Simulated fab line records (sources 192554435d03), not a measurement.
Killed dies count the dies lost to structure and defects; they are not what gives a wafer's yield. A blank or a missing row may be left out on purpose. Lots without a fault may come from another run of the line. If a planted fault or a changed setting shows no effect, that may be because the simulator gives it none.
fab line records -- flow n5Finfet
record: lots: 7, wafers: 39
route steps=1938 shown BEOL_M14@1716 MIM_BOT@1833
startH: start of the lot's first displayed wafer, in hours after the record's first day -- waitH: hours elapsed since this lot's preceding step -- " unchanged from the row above -- L1.1+2: a single row standing in for several wafers -- - no value, or no start given -- * or withheld: withheld -- < > ~ a bound
route shown NAME@n: a module of which the file shows steps, and the number in the route of the first -- usual: the fault-free wafers' mean and standard deviation -- same: alike in all rows -- chamber/n: place in a boat -- sites: the reading at each site -- _std_site: standard deviation across them -- _edge_site: inner sites' mean taken away from outer sites' mean -- radiusMm: how far each site lies from the wafer's centre -- mask NAME#n: copy n -- behind: the tool/chamber that last shaped the wafer -- hold: reason for holding the lot/hours on hold/outcome of the hold -- device: names the non-switching transistor (n, p or np) -- end of line: the tests these same wafers got at the end of their route -- for a step that has no rows: nothing shown but its recipe -- killed: count of dies lost to structure and defects at first sort (not the wafer's yield) -- map: shows each die of a wafer: x if killed, . if not, _ if none is there
set.NAME: the setting as run; set.NAME@STEP: as run at that earlier step -- model.NAME: the simulator's own value behind a step, which no gauge read
lots whose settings were changed on purpose; a table a step, a row a wafer
== steps ==
step: N5_BEOL_M14_ILD_DEP_00
recipe: material: SiO2, targetThkA: 11193, tempC: 400, precursor: TEOS/O2, pressureTorr: 6.5, rfW: 900, teosFlowSccm: 161.4, gas: O2, flowSccm: 2650, timeS: 237.4
lot.wafer,tool,chamber,startH,waitH,set.targetThkA,model.SiO2_of_BEOL_M14_ILD_DEP_00.thkNm
L079.2,pecvd-03,2,345.09,0.0,11193,1118
L079.4,pecvd-03,1,345.09,0.0,11193,1134
L079.5,pecvd-03,0,345.09,0.0,11193,1156
L082.1,pecvd-03,0,361.58,0.0,11193,1141
L082.2,pecvd-03,1,361.58,0.0,11193,1119
L082.3,pecvd-03,2,361.58,0.0,11193,1105
L082.4,pecvd-03,1,361.58,0.0,11193,1134
L082.5,pecvd-03,2,361.58,0.0,11193,1130
L082.6,pecvd-03,0,361.58,0.0,11193,1142
L087.1,pecvd-04,1,382.84,0.0,11193,1086
L087.2,pecvd-04,0,382.84,0.0,11193,1127
L087.3,pecvd-04,2,382.84,0.0,11193,1104
L087.4,pecvd-04,2,382.84,0.0,11193,1124
L087.5,pecvd-04,1,382.84,0.0,11193,1099
L087.6,pecvd-04,0,382.84,0.0,11193,1129
L086.1,pecvd-03,2,383.04,0.0,11193,1112
L086.2,pecvd-03,0,383.04,0.0,11193,1134
L086.3,pecvd-03,1,383.04,0.0,13740,1385
L086.4,pecvd-03,1,383.04,0.0,11193,1149
L086.5,pecvd-03,2,383.04,0.0,13740,1394
L086.6,pecvd-03,0,383.04,0.0,13740,1399
L089.1,pecvd-03,0,386.66,0.0,17380,1754
L089.2,pecvd-03,2,386.66,0.0,11193,1130
L089.3,pecvd-03,1,386.66,0.0,17380,1758
L089.4,pecvd-03,2,386.66,0.0,17380,1767
L089.5,pecvd-03,1,386.66,0.0,11193,1162
L089.6,pecvd-03,0,386.66,0.0,11193,1152
L090.1,pecvd-03,1,395.79,0.0,6293,624.2
L090.2,pecvd-03,2,395.79,0.0,11193,1117
L090.3,pecvd-03,0,395.79,0.0,6293,647.4
L090.4,pecvd-03,1,395.79,0.0,11193,1130
L090.5,pecvd-03,0,395.79,0.0,6293,636.6
L090.6,pecvd-03,2,395.79,0.0,11193,1135
L092.1+4,pecvd-02,"1,0",419.73,0.0,11193,1116
L092.2,pecvd-02,2,419.73,0.0,11193,1095
L092.3,pecvd-02,0,419.73,0.0,11193,1085
L092.5,pecvd-02,2,419.73,0.0,11193,1115
L092.6,pecvd-02,1,419.73,0.0,11193,1124
step: N5_BEOL_M14_THK_MEAS_01
recipe: reads: SiO2_of_BEOL_M14_ILD_DEP_00
usual: M14_ILD_THK: 1121/16
lot.wafer,tool,chamber,startH,waitH,set.targetThkA@BEOL_M14_ILD_DEP_00,M14_ILD_THK[nm]
L079.2,filmMetro-02,-,345.28,0.1,11193,1118
L079.4,filmMetro-02,-,345.28,0.1,11193,1133
L079.5,filmMetro-02,-,345.28,0.1,11193,1154
L082.1,filmMetro-02,-,361.77,0.1,11193,1141
L082.2,filmMetro-02,-,361.77,0.1,11193,1118
L082.3,filmMetro-02,-,361.77,0.1,11193,1106
L082.4,filmMetro-02,-,361.77,0.1,11193,1133
L082.5,filmMetro-02,-,361.77,0.1,11193,1130
L082.6,filmMetro-02,-,361.77,0.1,11193,1142
L087.1,filmMetro-02,-,383.03,0.1,11193,1087
L087.2,filmMetro-02,-,383.03,0.1,11193,1127
L087.3,filmMetro-02,-,383.03,0.1,11193,1105
L087.4,filmMetro-02,-,383.03,0.1,11193,1124
L087.5,filmMetro-02,-,383.03,0.1,11193,1099
L087.6,filmMetro-02,-,383.03,0.1,11193,1129
L086.1,filmMetro-02,-,383.23,0.1,11193,1112
L086.2,filmMetro-02,-,383.23,0.1,11193,1134
L086.3,filmMetro-02,-,383.23,0.1,13740,1385
L086.4,filmMetro-02,-,383.23,0.1,11193,1150
L086.5,filmMetro-02,-,383.23,0.1,13740,1395
L086.6,filmMetro-02,-,383.23,0.1,13740,1399
L089.1,filmMetro-01,-,386.85,0.1,17380,1753
L089.2,filmMetro-01,-,386.85,0.1,11193,1129
L089.3,filmMetro-01,-,386.85,0.1,17380,1757
L089.4,filmMetro-01,-,386.85,0.1,17380,1766
L089.5,filmMetro-01,-,386.85,0.1,11193,1163
L089.6,filmMetro-01,-,386.85,0.1,11193,1151
L090.1,filmMetro-02,-,395.98,0.1,6293,624
L090.2,filmMetro-02,-,395.98,0.1,11193,1118
L090.3,filmMetro-02,-,395.98,0.1,6293,648
L090.4,filmMetro-02,-,395.98,0.1,11193,1130
L090.5,filmMetro-02,-,395.98,0.1,6293,637
L090.6,filmMetro-02,-,395.98,0.1,11193,1135
L092.1,filmMetro-02,-,419.92,0.1,11193,1116
L092.2,filmMetro-02,-,419.92,0.1,11193,1095
L092.3,filmMetro-02,-,419.92,0.1,11193,1085
L092.4,filmMetro-02,-,419.92,0.1,11193,1116
L092.5,filmMetro-02,-,419.92,0.1,11193,1115
L092.6,filmMetro-02,-,419.92,0.1,11193,1124
step: N5_BEOL_M14_COAT_58
recipe: resist: BARC, tempC: 205, timeS: 60, spinRpm: 1500, resistThkNm: 89
step: N5_BEOL_M14_COAT_04
recipe: spinRpm: 1704, resistThkNm: 800
step: N5_BEOL_M14_DESCUM_15
recipe: chemistry: O2, timeS: 7.9, sourcePowerW: 50, biasPowerW: 20, pressureMtorr: 20, rfFrequencyHz: 2.712e+07, tempC: 40, o2FlowSccm: 225
step: N5_BEOL_M14_ETCH_59
recipe: chemistry: N2/H2, target: BARC, targetDepthA: 890, overetchA: 267, timeS: 67.9, ionEnergyEv: 200, pressureMtorr: 30, sourceW: 840, biasW: 150, n2FlowSccm: 200, h2FlowSccm: 200
step: N5_BEOL_M14_VIA_ETCH_16
recipe: chemistry: C4F8/O2/Ar, target: SiO2, heInnerTorr: 15, heOuterTorr: 30, targetDepthA: 12313, timeS: withheld, ionEnergyEv: 800, pressureMtorr: 20, sourceW: 1905, biasW: 2040, Ar_flow_sccm: 400, C4F8_flow_sccm: 16, O2_flow_sccm: 12, ends: cleared
lot.wafer,tool,chamber,startH,waitH,set.targetThkA@BEOL_M14_ILD_DEP_00,model.etch.depthNm,model.coat_of_BEOL_M14_COAT_04.thkNm
L079.2,rieDiel-01,3,345.97,0.0,11193,1118,452.2
L079.4,rieDiel-01,0,345.97,0.0,11193,1134,453.8
L079.5,rieDiel-01,3,345.97,0.0,11193,1156,442.2
L082.1,rieDiel-01,0,362.42,0.1,11193,1141,449.8
L082.2,rieDiel-01,2,362.42,0.1,11193,1119,448.6
L082.3,rieDiel-01,0,362.42,0.1,11193,1105,461
L082.4,rieDiel-01,2,362.42,0.1,11193,1134,447
L082.5,rieDiel-01,0,362.42,0.1,11193,1130,451.2
L082.6,rieDiel-01,2,362.42,0.1,11193,1142,443.4
L087.1,rieDiel-01,0,383.51,0.0,11193,1086,470.4
L087.2,rieDiel-01,2,383.51,0.0,11193,1127,449.8
L087.3,rieDiel-01,3,383.51,0.0,11193,1104,456.8
L087.4,rieDiel-01,1,383.51,0.0,11193,1124,449.2
L087.5,rieDiel-01,1,383.51,0.0,11193,1099,455.6
L087.6,rieDiel-01,0,383.51,0.0,11193,1129,459.6
L086.1,rieDiel-05,1,384.09,0.0,11193,1112,460
L086.2,rieDiel-05,3,384.09,0.0,11193,1134,449
L086.3,rieDiel-05,0,384.09,0.0,13740,1385,395.8
L086.4,rieDiel-05,1,384.09,0.0,11193,1149,453
L086.5,rieDiel-05,3,384.09,0.0,13740,1394,388.8
L086.6,rieDiel-05,0,384.09,0.0,13740,1399,394.2
L089.1,rieDiel-03,1,387.33,0.0,17380,1754,310.4
L089.2,rieDiel-03,0,387.33,0.0,11193,1130,461.8
L089.3,rieDiel-03,3,387.33,0.0,17380,1758,305.6
L089.4,rieDiel-03,2,387.33,0.0,17380,1767,300.4
L089.5,rieDiel-03,3,387.33,0.0,11193,1162,450.6
L089.6,rieDiel-03,0,387.33,0.0,11193,1152,457.8
L090.1,rieDiel-03,1,396.46,0.0,6293,624.1,574.6
L090.2,rieDiel-03,2,396.46,0.0,11193,1117,456.6
L090.3,rieDiel-03,3,396.46,0.0,6293,647.4,568.6
L090.4,rieDiel-03,0,396.46,0.0,11193,1130,463.4
L090.5,rieDiel-03,0,396.46,0.0,6293,636.6,576
L090.6,rieDiel-03,1,396.46,0.0,11193,1135,454.6
L092.1,rieDiel-05,2,420.52,0.0,11193,1116,452.2
L092.2,rieDiel-05,3,420.52,0.0,11193,1095,460.8
L092.3,rieDiel-05,1,420.52,0.0,11193,1085,467.6
L092.4,rieDiel-05,0,420.52,0.0,11193,1116,457.8
L092.5,rieDiel-05,0,420.52,0.0,11193,1115,459.8
L092.6,rieDiel-05,3,420.52,0.0,11193,1124,452
step: N5_MIM_BOT_SPUTTER_00
recipe: material: TiN, targetThkA: 350, tempC: 200, powerW: 3000, chamberPressurePa: 0.49996, gas: Ar, reactivePartialPa: 0.37997, timeS: 89.7
lot.wafer,tool,chamber,startH,waitH,set.targetThkA,model.TiN_of_MIM_BOT_SPUTTER_00.thkNm
L079.2+4,pvdSputter-02,-,360.83,0.0,350,35.2
L079.5,pvdSputter-02,-,360.83,0.0,350,34.6
L082.1+4,pvdSputter-01,-,381.28,0.0,537,53.4
L082.2,pvdSputter-01,-,381.28,0.0,537,54
L082.3+5,pvdSputter-01,-,381.28,0.0,350,35
L082.6,pvdSputter-01,-,381.28,0.0,350,34.6
L087.1+5,pvdSputter-03,-,399.69,0.0,226.4,22.2
L087.2,pvdSputter-03,-,399.69,0.0,350,34.8
L087.3,pvdSputter-03,-,399.69,0.0,350,35.2
L087.4,pvdSputter-03,-,399.69,0.0,226.4,22.6
L087.6,pvdSputter-03,-,399.69,0.0,350,35
L086.1+6,pvdSputter-03,-,400.31,0.0,350,35
L086.2+5,pvdSputter-03,-,400.31,0.0,469.7,46.8
L086.3,pvdSputter-03,-,400.31,0.0,350,34.6
L086.4,pvdSputter-03,-,400.31,0.0,469.7,47
L089.1+2+6,pvdSputter-03,-,403.74,0.0,197.8,19.4
L089.3,pvdSputter-03,-,403.74,0.0,350,34.8
L089.4+5,pvdSputter-03,-,403.74,0.0,350,34.6
L090.1+4,pvdSputter-01,-,411.38,0.0,413.2,41
L090.2,pvdSputter-01,-,411.38,0.0,350,34.8
L090.3,pvdSputter-01,-,411.38,0.0,350,34.4
L090.5,pvdSputter-01,-,411.38,0.0,413.2,40.8
L090.6,pvdSputter-01,-,411.38,0.0,350,34.2
L092.1+6,pvdSputter-03,-,443.24,0.0,474.3,47.4
L092.2,pvdSputter-03,-,443.24,0.0,350,34.6
L092.3,pvdSputter-03,-,443.24,0.0,474.3,47.2
L092.4,pvdSputter-03,-,443.24,0.0,350,35
L092.5,pvdSputter-03,-,443.24,0.0,350,35.2
== key ==
split: step: N5_BEOL_M14_ILD_DEP_00, setting: targetThkA, stated: 11193, by: wafer
response: step: N5_BEOL_M14_ILD_DEP_00, reading: model.SiO2_of_BEOL_M14_ILD_DEP_00.thkNm, change: +11.2, per: 1%, r: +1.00
response: step: N5_BEOL_M14_THK_MEAS_01, reading: M14_ILD_THK, change: +11.2, per: 1%, r: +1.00
response: step: N5_BEOL_M14_VIA_ETCH_16, reading: model.etch.depthNm, change: +11.2, per: 1%, r: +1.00
response: step: N5_BEOL_M14_VIA_ETCH_16, reading: model.coat_of_BEOL_M14_COAT_04.thkNm, change: -2.69, per: 1%, r: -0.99
split: step: N5_MIM_BOT_SPUTTER_00, setting: targetThkA, stated: 350, by: wafer
response: step: N5_MIM_BOT_SPUTTER_00, reading: model.TiN_of_MIM_BOT_SPUTTER_00.thkNm, change: +0.352, per: 1%, r: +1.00
